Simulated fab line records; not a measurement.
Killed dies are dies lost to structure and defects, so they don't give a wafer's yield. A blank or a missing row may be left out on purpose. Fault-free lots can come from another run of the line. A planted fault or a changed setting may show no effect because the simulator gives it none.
Matching of chambers + flow n5 finfet + N5_MOL_CONTACT_COAG_CMP_23 on cmp-04: 4 sister chambers
The step polishes, stops on SiO2, t overpolish 1.5 s, target thk 0 nm. 18 wafers are shown with their chamber, then 9 later ones without.

WAFERS PAIRED WITH THEIR CHAMBERS
| wafer  | chamber | motor current A (A) | time to endpoint s (s) | platen rpm (rpm) |
|--------|---------|---------------------|------------------------|------------------|
| L074.1 | 0       | 8.8                 | 9.1                    | 50.29            |
| L074.3 | 3       | 8.3                 | 8.0                    | 50.31            |
| L074.6 | 0       | 8.7                 | 8.1                    | 50.30            |
| L075.1 | 0       | 9.0                 | 8.5                    | 50.26            |
| L075.3 | 2       | 6.7                 | 11.4                   | 50.37            |
| L075.4 | 1       | 7.4                 | 9.4                    | 50.28            |
| L078.2 | 2       | 7.2                 | 12.9                   | 50.28            |
| L078.4 | 0       | 8.8                 | 9.7                    | 50.24            |
| L078.5 | 2       | 7.3                 | 11.0                   | 50.38            |
| L079.1 | 2       | 6.6                 | 15.6                   | 50.30            |
| L079.3 | 3       | 8.0                 | 8.5                    | 50.27            |
| L079.4 | 0       | 8.7                 | 11.4                   | 50.30            |
| L084.2 | 1       | 7.0                 | 7.7                    | 50.25            |
| L084.3 | 0       | 8.9                 | 9.5                    | 50.30            |
| L084.5 | 3       | 8.2                 | 9.3                    | 50.29            |
| L091.3 | 3       | 7.9                 | 9.9                    | 50.31            |
| L091.4 | 2       | 7.1                 | 14.1                   | 50.31            |
| L091.6 | 3       | 8.2                 | 9.3                    | 50.25            |

SIGNATURES (averages over the wafers above)
| reading            | chamber 0 | chamber 1 | chamber 2 | chamber 3 | scatter within a chamber |
|--------------------|-----------|-----------|-----------|-----------|--------------------------|
| motor current A    | 8.817     | 7.200     | 6.980     | 8.120     | 0.215                    |
| time to endpoint s | 9.383     | 8.550     | 13.000    | 9.000     | 1.33                     |
| platen rpm         | 50.2817   | 50.2650   | 50.3280   | 50.2860   | 0.032                    |
Rule: for each reading, subtract the chamber's mean from the wafer's reading, divide by that reading's scatter and square the result; add these up over the readings and take the root, which gives the wafer's distance from the chamber. If the next closest chamber is less than 2 further off than the closest, the wafer can't be placed; otherwise it belongs to the closest. The scatter: take each reading less its chamber's mean, square it, sum over the shown wafers, divide by the number of wafers less the number of chambers, and take the root.

WAFERS WITHOUT THEIR CHAMBER
| wafer  | motor current A (A) | time to endpoint s (s) | platen rpm (rpm) |
|--------|---------------------|------------------------|------------------|
| L092.3 | 8.7                 | 10.2                   | 50.31            |
| L092.4 | 8.2                 | 7.7                    | 50.29            |
| L092.6 | 7.7                 | 9.8                    | 50.27            |
| L093.3 | 6.9                 | 10.5                   | 50.33            |
| L093.4 | 7.2                 | 8.0                    | 50.27            |
| L093.6 | 9.2                 | 6.3                    | 50.30            |
| L095.2 | 7.5                 | 11.0                   | 50.28            |
| L095.4 | 8.2                 | 10.5                   | 50.35            |
| L095.6 | 7.1                 | 14.8                   | 50.38            |

THE CHAMBER EACH PASSED THROUGH
| wafer  | from the rows above          | in truth |
|--------|------------------------------|----------|
| L092.3 | can't be placed: 0 or 3      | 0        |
| L092.4 | 3                            | 3        |
| L092.6 | can't be placed: 3 or 1      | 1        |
| L093.3 | can't be placed: 2 or 1      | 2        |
| L093.4 | 1                            | 1        |
| L093.6 | 0                            | 0        |
| L095.2 | can't be placed: 1 or 2 or 3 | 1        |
| L095.4 | can't be placed: 3 or 0      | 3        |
| L095.6 | 2                            | 2        |
Correctly placed: 4 of 9. Unplaceable from these rows: 5, with the true chamber sitting among the candidates in 5. Placed wrongly: 0.
